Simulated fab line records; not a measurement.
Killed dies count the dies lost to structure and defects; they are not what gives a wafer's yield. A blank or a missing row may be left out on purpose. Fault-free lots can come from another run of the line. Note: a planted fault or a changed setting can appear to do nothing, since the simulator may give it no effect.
fab line records	flow n5-finfet
[record] lots = 9	wafers = 27	last-day = 18
route steps=1938 shown BEOL_M1@818 BEOL_M4@1111 PASSIVATION@1936
lots that met no fault: taken from a fault-free run of the same line
start-h: hours from the record's opening day to when the first of the lot's shown wafers began	wait-h: hours since the lot's step before	" the same as in the row above	L1.1+2: several wafers, shown together as one row	- no value present, or no start provided	* or withheld: withheld	< > ~ a bound
route shown NAME@n: a module of which the file shows steps, and the number in the route of the first	usual: mean/standard deviation taken from wafers without a fault	same: alike in all rows	chamber/n: place in a boat	sites: readings site by site	_std_site: standard deviation across them	_edge_site: mean of outer sites minus mean of inner sites	radius-mm: for every site, how far away it sits from the centre of the wafer	mask NAME#n: copy n	behind: the tool/chamber that last shaped the wafer	hold: why the lot went on hold/how many hours it stayed there/how the hold came to an end	device: names the non-switching transistor (n, p or np)	end of line: tests run on the same wafers once the route is complete	for a step that has no rows: nothing shown but its recipe	killed: dies that structure and defects cost at the first sort, which is not the same as the wafer's yield	map: dies across one wafer; x = killed, . = not, _ = none there
set.NAME: the setting as run; set.NAME@STEP: as run at that earlier step	model.NAME: the simulator's own value behind a step, which no gauge read
the route's steps for a sample of lots (tables are steps, rows are wafers)
services: the hour from which a tool's chamber was out of use, counted from the record's first day as start-h (under 0 if before that day), plus the number of hours and why
[[steps]]
[step N5_BEOL_M1_SPUTTER_81]
[recipe] material = Cu	target-thk-a = 45	temp-c = -20	chamber-pressure-pa = 0.07	power-w = withheld	time-s = 8.29
[usual] throttle-valve-pct = 30.0/1.1
lot.wafer	tool	chamber	start-h	wait-h	throttle-valve-pct
L300.1	pvd-sputter-01	-	147.76	0.1	30.8
L300.3	"	-	"	"	29.3
L300.6	"	-	"	"	30.7
L301.1	pvd-sputter-02	-	153.01	0.1	28.9
L301.3	"	-	"	"	29.8
L301.6	"	-	"	"	29.0
L304.1	pvd-sputter-01	-	174.30	0.1	30.7
L304.3	"	-	"	"	29.4
L304.6	"	-	"	"	31.6
L311.1	pvd-sputter-02	-	217.13	0.1	29.0
L311.3	"	-	"	"	29.0
L311.6	"	-	"	"	29.1
L316.3	pvd-sputter-02	-	236.52	0.1	29.7
L316.4	"	-	"	"	28.1
L316.6	"	-	"	"	28.9
L315.3	pvd-sputter-03	-	240.27	0.1	29.6
L315.5	"	-	"	"	30.4
L315.6	"	-	"	"	30.5
L317.1	pvd-sputter-02	-	262.05	0.1	29.9
L317.2	"	-	"	"	28.9
L317.4	"	-	"	"	28.0
L320.2	pvd-sputter-01	-	268.89	0.1	30.7
L320.3	"	-	"	"	29.2
L320.4	"	-	"	"	31.0
L321.2	pvd-sputter-01	-	274.91	0.1	29.2
L321.4	"	-	"	"	30.5
L321.5	"	-	"	"	31.8
[step N5_BEOL_M1_ANNEAL_91]
[recipe] temp-c = 400	time-s = 240	ambient = vacuum
[usual] heater-power-w = 798/67
lot.wafer	tool	chamber	start-h	wait-h	heater-power-w
L300.1	pvd-sputter-01	-	148.50	0.0	841
L300.3	"	-	"	"	795
L300.6	"	-	"	"	797
L301.1	pvd-sputter-02	-	153.75	0.0	734
L301.3	"	-	"	"	741
L301.6	"	-	"	"	927
L304.1	pvd-sputter-01	-	175.04	0.0	772
L304.3	"	-	"	"	764
L304.6	"	-	"	"	804
L311.1	pvd-sputter-02	-	217.87	0.0	928
L311.3	"	-	"	"	732
L311.6	"	-	"	"	725
L316.3	pvd-sputter-02	-	237.26	0.0	749
L316.4	"	-	"	"	940
L316.6	"	-	"	"	739
L315.3	pvd-sputter-03	-	241.01	0.0	806
L315.5	"	-	"	"	715
L315.6	"	-	"	"	703
L317.1	pvd-sputter-02	-	262.79	0.0	730
L317.2	"	-	"	"	954
L317.4	"	-	"	"	924
L320.2	pvd-sputter-01	-	269.63	0.0	844
L320.3	"	-	"	"	809
L320.4	"	-	"	"	763
L321.2	pvd-sputter-01	-	275.65	0.0	784
L321.4	"	-	"	"	836
L321.5	"	-	"	"	804
[step N5_BEOL_M1_SPUTTER_92]
[recipe] material = Cu	target-thk-a = 45	temp-c = -20	chamber-pressure-pa = 0.07	power-w = withheld	time-s = 8.29
[usual] throttle-valve-pct = 30.0/1.1
lot.wafer	tool	chamber	start-h	wait-h	throttle-valve-pct
L300.1	pvd-sputter-01	-	148.64	0.1	30.3
L300.3	"	-	"	"	29.4
L300.6	"	-	"	"	30.8
L301.1	pvd-sputter-02	-	153.89	0.1	29.1
L301.3	"	-	"	"	29.7
L301.6	"	-	"	"	28.8
L304.1	pvd-sputter-01	-	175.18	0.1	30.6
L304.3	"	-	"	"	29.2
L304.6	"	-	"	"	31.8
L311.1	pvd-sputter-02	-	218.01	0.1	28.7
L311.3	"	-	"	"	29.2
L311.6	"	-	"	"	29.3
L316.3	pvd-sputter-02	-	237.40	0.1	29.9
L316.4	"	-	"	"	28.0
L316.6	"	-	"	"	29.0
L315.3	pvd-sputter-03	-	241.15	0.1	29.6
L315.5	"	-	"	"	30.1
L315.6	"	-	"	"	30.1
L317.1	pvd-sputter-02	-	262.93	0.1	29.7
L317.2	"	-	"	"	28.8
L317.4	"	-	"	"	28.0
L320.2	pvd-sputter-01	-	269.77	0.1	30.6
L320.3	"	-	"	"	29.3
L320.4	"	-	"	"	31.0
L321.2	pvd-sputter-01	-	275.79	0.1	29.3
L321.4	"	-	"	"	30.6
L321.5	"	-	"	"	32.0
[step N5_BEOL_M1_CMP_52]
[recipe] stop-on = SiOC	t-overpolish-s = 6.8	down-force-psi = 1	platen-rpm = 50	clearing-platen-down-force-psi = 1.5	clearing-platen-rpm = 50	post-cmp-clean = cu-alkaline	target-thk-nm = 40	clearing-platen-pad-velocity-m-s = 0.99484	pad-velocity-m-s = 0.99484
[usual] barrier-field-endpoint-s = 24.3/0.66	clearing-platen-down-force-psi = 1.500/0.0031	motor-current-A = 6.0/0.4	overpolish-run-s = 6.799/0.0096	platen-rpm = 50.00/0.034	time-to-endpoint-s = 60/3.4
lot.wafer	tool	chamber	start-h	wait-h	barrier-field-endpoint-s	clearing-platen-down-force-psi	motor-current-A	overpolish-run-s	platen-rpm	time-to-endpoint-s
L300.3	cmp-03	1	149.93	0.2	23.7	1.499	6.3	6.781	49.95	65
L300.1	"	2	"	"	23.3	1.505	6.1	6.800	49.94	58
L300.6	"	1	"	"	24.4	1.499	6.0	6.793	49.99	64
L301.1	cmp-01	0	154.83	0.3	24.5	1.503	6.3	6.803	49.98	60
L301.3	"	1	"	"	24.7	1.503	5.7	6.806	49.98	61
L301.6	"	1	"	"	25.1	1.503	5.6	6.790	50.02	64
L304.3	cmp-03	0	176.29	0.2	24.6	1.499	5.5	6.779	50.02	63
L304.1	"	1	"	"	24.1	1.501	6.2	6.783	50.03	64
L304.6	"	0	"	"	24.5	1.498	5.9	6.809	50.04	62
L311.1	cmp-01	0	218.98	0.3	25.1	1.496	6.2	6.789	50.01	65
L311.3	"	2	"	"	24.8	1.500	5.7	6.800	50.00	65
L311.6	"	3	"	"	25.1	1.496	6.6	6.805	49.98	65
L316.3	cmp-01	3	238.41	0.2	-	-	-	-	-	-
L316.4	"	0	"	"	-	-	-	-	-	-
L316.6	"	2	"	"	-	-	-	-	-	-
L315.3	cmp-03	0	242.10	0.2	-	-	-	-	-	-
L315.6	"	0	"	"	-	-	-	-	-	-
L315.5	"	1	"	"	-	-	-	-	-	-
L317.1	cmp-01	2	263.87	0.3	-	-	-	-	-	-
L317.2	"	3	"	"	-	-	-	-	-	-
L317.4	"	0	"	"	-	-	-	-	-	-
L320.2	cmp-03	1	270.74	0.2	26.0	1.500	5.9	6.799	50.00	67
L320.3	"	2	"	"	24.4	1.499	6.2	6.803	49.98	60
L320.4	"	3	"	"	24.4	1.502	5.6	6.793	50.03	57
L321.4	cmp-01	1	277.03	0.2	24.8	1.499	5.8	6.809	50.04	63
L321.2	"	2	"	"	24.0	1.503	5.5	6.794	50.01	60
L321.5	"	0	"	"	24.8	1.500	6.2	6.812	49.97	63
[step N5_BEOL_M1_THK_MEAS_53]
[recipe] thk-meas-gauge = xrf	reads = Cu_of_BEOL_M1_ECD_50
[usual] M1_THK = 39.7/1.8
lot.wafer	tool	chamber	start-h	wait-h	M1_THK[nm]
L300.1	film-metro-01	-	150.19	-	35.8
L300.3	"	-	"	"	40.8
L300.6	"	-	"	"	38.8
L301.1	film-metro-02	-	155.12	-	39.7
L301.3	"	-	"	"	39.0
L301.6	"	-	"	"	41.2
L304.1	film-metro-02	-	176.59	-	35.7
L304.3	"	-	"	"	37.8
L304.6	"	-	"	"	36.2
L311.1	film-metro-02	-	219.23	-	40.5
L311.3	"	-	"	"	42.5
L311.6	"	-	"	"	42.8
L316.3	film-metro-02	-	238.63	0.2	300.2
L316.4	"	-	"	"	296.8
L316.6	"	-	"	"	300.5
L315.3	film-metro-01	-	242.39	0.3	303.1
L315.5	"	-	"	"	308.5
L315.6	"	-	"	"	302.9
L317.1	film-metro-02	-	264.16	0.3	297.6
L317.2	"	-	"	"	307.3
L317.4	"	-	"	"	299.5
L320.2	film-metro-01	-	271.00	-	41.4
L320.3	"	-	"	"	38.3
L320.4	"	-	"	"	38.5
L321.2	film-metro-02	-	277.29	-	40.2
L321.4	"	-	"	"	40.4
L321.5	"	-	"	"	40.2
[step N5_BEOL_M1_RS_MEAS_58]
[recipe] thk-meas-gauge = four-point-probe	reads = Co_of_BEOL_M1_CO_CAP_55+Cu_of_BEOL_M1_ECD_50+Co_of_BEOL_M1_CVD_47+TaN_of_BEOL_M1_ALD_84
[usual] M1_RS = 0.68/0.04
lot.wafer	tool	chamber	start-h	wait-h	M1_RS[ohm/sq]
L300.1	film-metro-02	-	150.45	0.0	0.76
L300.3	"	-	"	"	0.64
L300.6	"	-	"	"	0.69
L301.1	film-metro-02	-	155.38	0.0	0.66
L301.3	"	-	"	"	0.68
L301.6	"	-	"	"	0.64
L304.1	film-metro-01	-	176.86	0.1	0.79
L304.3	"	-	"	"	0.74
L304.6	"	-	"	"	0.78
L311.1	film-metro-01	-	219.49	0.0	0.66
L311.3	"	-	"	"	0.62
L311.6	"	-	"	"	0.62
L316.3	film-metro-01	-	238.89	0.1	0.06
L316.4	"	-	"	"	0.06
L316.6	"	-	"	"	0.06
L315.3	film-metro-02	-	242.80	0.1	0.06
L315.5	"	-	"	"	0.06
L315.6	"	-	"	"	0.06
L317.1	film-metro-02	-	264.42	0.0	0.06
L317.2	"	-	"	"	0.06
L317.4	"	-	"	"	0.06
L320.2	film-metro-01	-	271.26	0.1	0.63
L320.3	"	-	"	"	0.69
L320.4	"	-	"	"	0.69
L321.2	film-metro-01	-	277.55	0.1	0.66
L321.4	"	-	"	"	0.66
L321.5	"	-	"	"	0.66
[step N5_BEOL_M1_INSPECT_59]
[recipe] inspect-instrument = darkfield	mode = post-dep
[usual] raw-defect-count = 74/22
lot.wafer	tool	chamber	start-h	wait-h	raw-defect-count
L300.1	defect-inspect-01	-	150.48	0.0	87
L300.3	"	-	"	"	75
L300.6	"	-	"	"	59
L301.1	defect-inspect-02	-	155.41	0.0	61
L301.3	"	-	"	"	92
L301.6	"	-	"	"	106
L304.1	defect-inspect-02	-	176.89	0.0	78
L304.3	"	-	"	"	74
L304.6	"	-	"	"	82
L311.1	defect-inspect-02	-	219.52	0.0	100
L311.3	"	-	"	"	74
L311.6	"	-	"	"	95
L316.3	defect-inspect-02	-	238.92	0.0	1672
L316.4	"	-	"	"	1660
L316.6	"	-	"	"	1582
L315.3	defect-inspect-02	-	242.83	0.0	1536
L315.5	"	-	"	"	1713
L315.6	"	-	"	"	1551
L317.1	defect-inspect-01	-	264.45	0.0	1679
L317.2	"	-	"	"	1632
L317.4	"	-	"	"	1607
L320.2	defect-inspect-02	-	271.28	0.0	47
L320.3	"	-	"	"	62
L320.4	"	-	"	"	41
L321.2	defect-inspect-02	-	277.57	0.0	55
L321.4	"	-	"	"	92
L321.5	"	-	"	"	72
[step N5_BEOL_M4_RC_MEAS_101]
[usual] DIBL_N = 37.1/1.8	DIBL_P = 37.2/2.1	IOFF_N = 0.17/0.033	IOFF_P = 0.22/0.037	ION_N = 680/11	ION_P = 464/7.7	SS_N = 71.7/0.63	SS_P = 73.6/0.67	VT_N = 248.9/2.9	VT_P = -251/3.6
lot.wafer	tool	chamber	start-h	wait-h	DIBL_N[mV/V]	DIBL_P[mV/V]	IOFF_N[nA/um]	IOFF_P[nA/um]	ION_N[uA/um]	ION_P[uA/um]	SS_N[mV/dec]	SS_P[mV/dec]	VT_N[mV]	VT_P[mV]
L300.1	prober-01	0	187.64	0.0	37.7	39.0	0.21	0.24	684	467	72.2	74.0	244.9	-249
L300.3	"	0	"	"	32.4	32.8	0.11	0.15	666	458	70.6	72.1	253.1	-256
L300.6	"	0	"	"	36.1	37.3	0.18	0.21	682	465	71.9	73.8	246.9	-250
L301.1	prober-02	0	190.94	0.0	38.7	40.6	0.22	0.26	701	473	72.0	74.6	242.9	-248
L301.3	"	0	"	"	35.8	36.7	0.14	0.18	676	455	71.4	73.2	251.4	-256
L301.6	"	0	"	"	34.1	33.8	0.12	0.15	667	454	71.0	72.5	251.3	-256
L304.1	prober-02	0	211.27	0.0	36.6	35.3	0.14	0.16	663	449	72.0	72.9	253.8	-254
L304.3	"	0	"	"	37.9	38.5	0.18	0.22	684	464	72.4	74.1	248.7	-253
L304.6	"	0	"	"	38.8	38.1	0.19	0.21	681	463	71.7	74.2	249.6	-253
L311.1	prober-02	0	283.62	0.0	38.4	37.8	0.18	0.22	676	461	70.8	73.7	247.8	-251
L311.3	"	0	"	"	40.1	40.3	0.21	0.27	688	474	71.5	74.3	247.0	-247
L311.6	"	0	"	"	35.5	35.3	0.12	0.19	671	467	70.7	73.8	252.9	-252
L320.2	prober-02	0	322.86	0.2	39.5	39.0	0.18	0.24	664	463	71.9	73.9	249.3	-248
L320.3	"	0	"	"	40.7	38.9	0.21	0.24	678	461	73.2	74.5	247.9	-247
L320.4	"	0	"	"	37.4	35.8	0.16	0.20	680	461	71.3	73.8	250.8	-250
L321.2	prober-02	0	325.78	0.2	40.8	40.8	0.27	0.34	703	477	73.1	74.0	242.1	-241
L321.4	"	0	"	"	35.2	34.0	0.13	0.20	677	463	72.0	72.0	251.3	-248
L321.5	"	0	"	"	37.1	36.9	0.18	0.25	679	467	71.7	73.6	248.0	-244
[step N5_PASSIVATION_PROBE_49]
[usual] defect-limited-yield = 91.7/1.5	killed_at_M0_to_M3 = 32/10	killed_at_M4_up = 14/5.3	killed-at-contacts = 13/5.7	killed-at-front-end = 37/10	killed-at-other = 3.3/2.5	killed-dies = 98/18	killed-on-rim = 13/3.6	killed-open = 65/13	killed-short = 31/7.5	sort_bin_5_function = 4.9/0.91	sort_bin_6_memory = 3.1/0.71	sort-n-pass = 1082/18	sort-yield-pct = 91.7/1.5
[same] gross-dies = 1180	killed-at-back-side = 0	sort_bin_4_leakage[%] = 0	sort_bin_8_speed[%] = 0
lot.wafer	tool	chamber	start-h	wait-h	defect-limited-yield[%]	killed_at_M0_to_M3	killed_at_M4_up	killed-at-contacts	killed-at-front-end	killed-at-other	killed-dies	killed-on-rim	killed-open	killed-short	sort_bin_5_function[%]	sort_bin_6_memory[%]	sort-n-pass	sort-yield-pct[%]
L315.3	prober-02	-	394.37	0.1	0	1133	3	8	34	2	1180	152	60	37	5.2	2.9	0	0
L315.5	prober-02	-	394.47	0.2	0	1111	20	15	28	6	1180	152	63	38	5.0	3.7	0	0
L315.6	prober-02	-	394.52	0.3	0	1109	9	11	50	1	1180	152	76	32	5.7	3.2	0	0
L316.3	prober-02	-	399.07	0.1	0	1143	10	13	11	3	1180	152	42	21	3.1	2.0	0	0
L316.4	prober-02	-	399.12	0.2	0	1137	9	10	23	1	1180	152	47	32	3.5	3.1	0	0
L316.6	prober-02	-	399.22	0.3	0	1117	11	12	38	2	1180	152	66	29	4.7	3.4	0	0
L317.1	prober-01	-	416.18	0.0	0	1100	10	23	41	6	1180	152	74	26	5.7	3.0	0	0
L317.2	prober-01	-	416.23	0.1	0	1113	10	16	36	5	1180	152	58	22	4.5	2.5	0	0
L317.4	prober-01	-	416.33	0.2	0	1115	14	14	33	4	1180	152	69	30	5.0	3.1	0	0
// killed by level:class
L315.3 BEOL_M1:area-cmp=1083 BEOL_M1:geometric-particle:open=13 BEOL_M3:geometric-particle:open=11 GATE_CUT:geometric-particle:short=7 MOL_CONTACT_COAG:geometric-particle:open=7 FIN_SAQP:geometric-particle:open=5 STI_FIN_REVEAL:geometric-particle:open=5 BEOL_M0_SAQP:geometric-particle:short=5
L315.5 BEOL_M1:area-cmp=1074 MOL_CONTACT_COAG:geometric-particle:open=12 BEOL_M0_SAQP:geometric-particle:short=11 BEOL_M0_SAQP:geometric-particle:open=9 BEOL_M1:geometric-particle:open=6 BEOL_M5:geometric-particle:open=6 DUMMY_GATE:geometric-particle:open=5 GATE_CUT:geometric-particle:short=5
L315.6 BEOL_M1:area-cmp=1072 STI_FIN_REVEAL:geometric-particle:open=15 FIN_SAQP:geometric-particle:open=12 FIN_SAQP:geometric-particle:short=9 MOL_CONTACT_COAG:geometric-particle:open=7 BEOL_M1:geometric-particle:open=7 BEOL_M2:geometric-particle:open=7 BEOL_M0_SAQP:geometric-particle:short=6
L316.3 BEOL_M1:area-cmp=1117 MOL_CONTACT_COAG:geometric-particle:open=11 BEOL_M2:geometric-particle:open=7 BEOL_M4:geometric-particle:open=6 BEOL_M0_SAQP:geometric-particle:short=5 BEOL_M0_SAQP:geometric-particle:open=5 DUMMY_GATE:geometric-particle:open=4 BEOL_M1:geometric-particle:open=3
L316.4 BEOL_M1:area-cmp=1101 BEOL_M2:geometric-particle:open=11 MOL_CONTACT_COAG:geometric-particle:open=9 BEOL_M0_SAQP:geometric-particle:short=9 BEOL_M0_SAQP:geometric-particle:open=6 FIN_SAQP:geometric-particle:short=5 BEOL_M2:geometric-particle:short=5 DUMMY_GATE:geometric-particle:open=4
L316.6 BEOL_M1:area-cmp=1085 STI_FIN_REVEAL:geometric-particle:open=16 BEOL_M2:geometric-particle:open=10 MOL_CONTACT_COAG:geometric-particle:open=9 BEOL_M0_SAQP:geometric-particle:open=7 BEOL_M4:geometric-particle:open=7 BEOL_M0_SAQP:geometric-particle:short=5 GATE_CUT:geometric-particle:short=4
L317.1 BEOL_M1:area-cmp=1076 MOL_CONTACT_COAG:geometric-particle:open=20 GATE_CUT:geometric-particle:short=9 DUMMY_GATE:geometric-particle:open=8 BEOL_M0_SAQP:geometric-particle:open=8 BEOL_M2:geometric-particle:open=5 STI_FIN_REVEAL:geometric-particle:open=4 GATE_CUT:geometric-particle:open=4
L317.2 BEOL_M1:area-cmp=1098 MOL_CONTACT_COAG:geometric-particle:open=14 STI_FIN_REVEAL:geometric-particle:open=12 FIN_SAQP:geometric-particle:open=6 GATE_CUT:geometric-particle:short=4 BEOL_M1:geometric-particle:open=4 BEOL_M5:geometric-particle:open=4 STARTING-WAFER:geometric-particle:short=3
L317.4 BEOL_M1:area-cmp=1079 STI_FIN_REVEAL:geometric-particle:open=12 BEOL_M1:geometric-particle:open=11 MOL_CONTACT_COAG:geometric-particle:open=8 BEOL_M3:geometric-particle:open=7 DUMMY_GATE:geometric-particle:open=6 MOL_CONTACT_COAG:geometric-particle:short=6 GATE_CUT:geometric-particle:short=4
[[services]]
tool	chamber	start-h	hours	kind
pvd-sputter-02	-	134.88	1.1	repair
cmp-01	-	148.29	4.8	pm
cmp-01	-	172.77	16.3	pm
cmp-01	-	223.51	9.1	repair
cmp-01	-	256.89	4.0	pm
cmp-01	-	260.89	-	consumable-replace:conditioner
cmp-01	-	260.89	-	consumable-replace:pad
cmp-01	-	264.15	4.2	pm
[[key]]
[first-sign] step = N5_BEOL_M1_CMP_52	reading = tool-record	direction = missing
[effect] step = N5_BEOL_M1_THK_MEAS_53	reading = M1_THK	direction = up	sigmas = 99+	usual = 39.7	struck = 301.8
[effect] step = N5_BEOL_M1_RS_MEAS_58	reading = M1_RS	direction = down	sigmas = 15	usual = 0.68	struck = 0.06
[effect] step = N5_BEOL_M1_INSPECT_59	reading = raw-defect-count	direction = up	sigmas = 71	usual = 74	struck = 1626
[effect] step = N5_PASSIVATION_PROBE_49	reading = killed_at_M0_to_M3	direction = up	sigmas = 99+	usual = 32	struck = 1120
[more-kills-born-at] N5_BEOL_M1_CMP_52@cmp-01 = 6556	N5_BEOL_M1_CMP_52@cmp-03 = 3229
met-at N5_BEOL_M1_CMP_52
struck-lots L315,L316,L317
later-rows-left-out L315.3,L315.5,L315.6,L316.3,L316.4,L316.6,L317.1,L317.2,L317.4
not-acting-at N5_BEOL_M1_SPUTTER_81,N5_BEOL_M1_ANNEAL_91,N5_BEOL_M1_SPUTTER_92
onset-between 218.98 238.41
[fault] kind = skipped-step-whole	tool = cmp-01,cmp-03	chamber = -	onset-h = 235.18	steps = N5_BEOL_M1_CMP_52	scope = struck-lots-only
// later-rows-left-out: the simulator's readings of these wafers behind a module that went badly wrong aren't trusted and aren't shown, but for the sort
